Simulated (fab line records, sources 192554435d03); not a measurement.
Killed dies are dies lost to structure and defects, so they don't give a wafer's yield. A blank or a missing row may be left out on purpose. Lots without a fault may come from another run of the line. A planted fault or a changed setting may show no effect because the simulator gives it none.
Split-lot experiment | flow n5_finfet | 7 lots, 21 wafers read, on a route of 1938 steps

THE SPLIT
At N5_BEOL_M4_COAT_05 (resist thk 30 nm), the setting spin_rpm was moved away from the recipe's 1500 rpm on 7 of the 21 wafers read, by -8.1% to +7.5%. The other wafers ran this setting at the recipe's value.

FROM THE SPLIT TO THE READING: what the file shows between them, 2 steps
- N5_BEOL_M4_EBR_07
- N5_BEOL_M4_SOFTBAKE_06: time 60 s

THE READING
CAR-EUV_of_BEOL_M4_COAT_05.thk_nm (the simulator's own value, which no gauge read), in nm, at N5_BEOL_M4_DESCUM_16 (chemistry O2, time 7 s). The file gives no usual value for it. The 14 wafers here that ran the recipe average 26.0 nm, standard deviation 0.11 nm.

wafer  | tool, chamber at the split | spin_rpm as run, rpm | against the recipe | CAR-EUV_of_BEOL_M4_COAT_05.thk_nm, nm | against lot-mates on the recipe
L074.1 | litho_track-03, 0          | 1569                 | +4.6%              | 25.2                                  | -0.6
L074.6 | litho_track-03, 0          | 1569                 | +4.6%              | 25.2                                  | -0.6
L074.5 | litho_track-03, 0          | 1500                 | recipe             | 25.8                                  | -
L079.2 | litho_track-03, 0          | 1500                 | recipe             | 26                                    | -
L079.3 | litho_track-03, 0          | 1500                 | recipe             | 26                                    | -
L079.5 | litho_track-03, 0          | 1587                 | +5.8%              | 25.2                                  | -0.8
L082.1 | litho_track-02, 0          | 1613                 | +7.5%              | 25.2                                  | -0.9
L082.2 | litho_track-02, 0          | 1500                 | recipe             | 26                                    | -
L082.3 | litho_track-02, 0          | 1500                 | recipe             | 26.2                                  | -
L084.2 | litho_track-04, 0          | 1500                 | recipe             | 26                                    | -
L084.3 | litho_track-04, 0          | 1500                 | recipe             | 26                                    | -
L084.5 | litho_track-04, 0          | 1383                 | -7.8%              | 27.2                                  | +1.2
L086.1 | litho_track-03, 0          | 1500                 | recipe             | 26                                    | -
L086.6 | litho_track-03, 0          | 1500                 | recipe             | 26                                    | -
L086.2 | litho_track-03, 0          | 1379                 | -8.1%              | 27.4                                  | +1.4
L091.1 | litho_track-04, 0          | 1500                 | recipe             | 25.8                                  | -
L091.3 | litho_track-04, 0          | 1387                 | -7.5%              | 27.2                                  | +1.3
L091.5 | litho_track-04, 0          | 1500                 | recipe             | 26                                    | -
L095.1 | litho_track-04, 0          | 1500                 | recipe             | 26                                    | -
L095.2 | litho_track-04, 0          | 1500                 | recipe             | 26                                    | -
L095.4 | litho_track-04, 0          | 1500                 | recipe             | 26.2                                  | -

THE FIT
A straight line over all 21 wafers: CAR-EUV_of_BEOL_M4_COAT_05.thk_nm changes by -0.151 nm for each +1% of spin_rpm; r = -0.98; the points scatter about the line by 0.13 nm.
The same after taking each lot's own level away (the mean of its wafers on the recipe; 21 wafers): -0.15 nm for each +1%; r = -0.99; scatter 0.095 nm.
On that fit, the largest move of spin_rpm shifts the reading by 1.2 nm.
The lots' own levels span 25.80 to 26.10 nm, that is 2.8 times the standard deviation above.
So the lot-to-lot level changes the slope little: the two slopes agree.
Check: with one of the wafers moved furthest among these (-8.1%) left out of the fit, the line predicts +1.2 nm for it against its lot-mates. It came out at +1.4 nm against them.

OTHER SPLITS ON THESE WAFERS
These wafers also went through other splits before the reading. Each is held against what the fit with the lots' levels taken away leaves over:
other split on the same wafers | wafers away from the commonest value | r with CAR-EUV_of_BEOL_M4_COAT_05.thk_nm (lot level and that fit taken away)
N5_BEOL_M4_ILD_DEP_00 time_s   | 8                                    | +0.16

THE WHOLE CHAIN: every reading that the file lists as answering this split, in the file's order
step                 | what it does           | reading                                                                            | change (the file's fit)               | r (the file's)
N5_BEOL_M4_COAT_05   | resist thk 30 nm       | CAR-EUV_of_BEOL_M4_COAT_05.thk_nm (the simulator's own value, which no gauge read) | -0.157 nm for each +1% of the setting | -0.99
N5_BEOL_M4_DESCUM_16 | chemistry O2, time 7 s | CAR-EUV_of_BEOL_M4_COAT_05.thk_nm (the simulator's own value, which no gauge read) | -0.152 nm for each +1% of the setting | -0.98

THE FILE'S OWN FIT
CAR-EUV_of_BEOL_M4_COAT_05.thk_nm changes by -0.152 nm for each +1% of spin_rpm, r = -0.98.
